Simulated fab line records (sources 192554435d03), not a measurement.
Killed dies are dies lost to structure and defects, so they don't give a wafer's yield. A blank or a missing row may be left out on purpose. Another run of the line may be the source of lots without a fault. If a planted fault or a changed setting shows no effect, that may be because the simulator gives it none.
Matching of chambers	flow n5 finfet	N5_BEOL_M8_DEP_56 on pecvd-01: 3 sister chambers
The step deposits SiCN from 3MS/NH3, target thk 10 nm, time 17.5 s. 18 wafers are shown with their chamber, then 9 later ones without.

== EACH WAFER AND ITS CHAMBER ==
wafer	chamber	throttle valve pct (%)	showerhead plenum p Torr (Torr)
L074.1	2	9.0	3.697
L074.3	0	8.9	3.648
L074.6	0	8.9	3.649
L075.1	0	8.8	3.646
L075.3	1	10.7	3.652
L075.4	2	9.1	3.696
L079.1	2	9.1	3.683
L079.3	0	8.7	3.659
L079.4	1	10.6	3.653
L081.1	2	9.2	3.685
L081.4	2	9.0	3.697
L081.5	1	10.8	3.649
L083.1	2	9.1	3.694
L083.5	0	8.8	3.656
L083.6	2	9.1	3.688
L087.2	0	8.9	3.653
L087.3	2	9.1	3.698
L087.5	2	9.3	3.684

SIGNATURES (means of the wafers above)
reading	chamber 0	chamber 1	chamber 2	scatter within a chamber
throttle valve pct	8.833	10.700	9.111	0.0903
showerhead plenum p Torr	3.65183	3.65133	3.69133	0.00546
Rule: for each reading, subtract the chamber's mean from the wafer's reading, divide by that reading's scatter and square the result; add these up over the readings and take the root, which gives the wafer's distance from the chamber. The wafer belongs to the nearest chamber; if the next one is less than 2 further off, it can't be placed. The scatter: take each reading less its chamber's mean, square it, sum over the shown wafers, divide by the number of wafers less the number of chambers, and take the root.

== WAFERS WITH NO CHAMBER GIVEN ==
wafer	throttle valve pct (%)	showerhead plenum p Torr (Torr)
L086.1	9.1	3.692
L086.3	8.7	3.648
L086.4	10.5	3.651
L088.1	9.2	3.694
L088.4	8.9	3.696
L088.5	10.4	3.657
L093.3	8.9	3.644
L093.4	9.4	3.689
L093.6	10.6	3.647

== CHAMBER TAKEN BY EACH ==
wafer	from the rows above	in truth
L086.1	2	2
L086.3	0	0
L086.4	1	1
L088.1	2	2
L088.4	2	2
L088.5	1	1
L093.3	0	0
L093.4	2	2
L093.6	1	1
Correctly placed: 9 of 9. Can't be placed from these rows: 0. Number placed wrongly: 0.
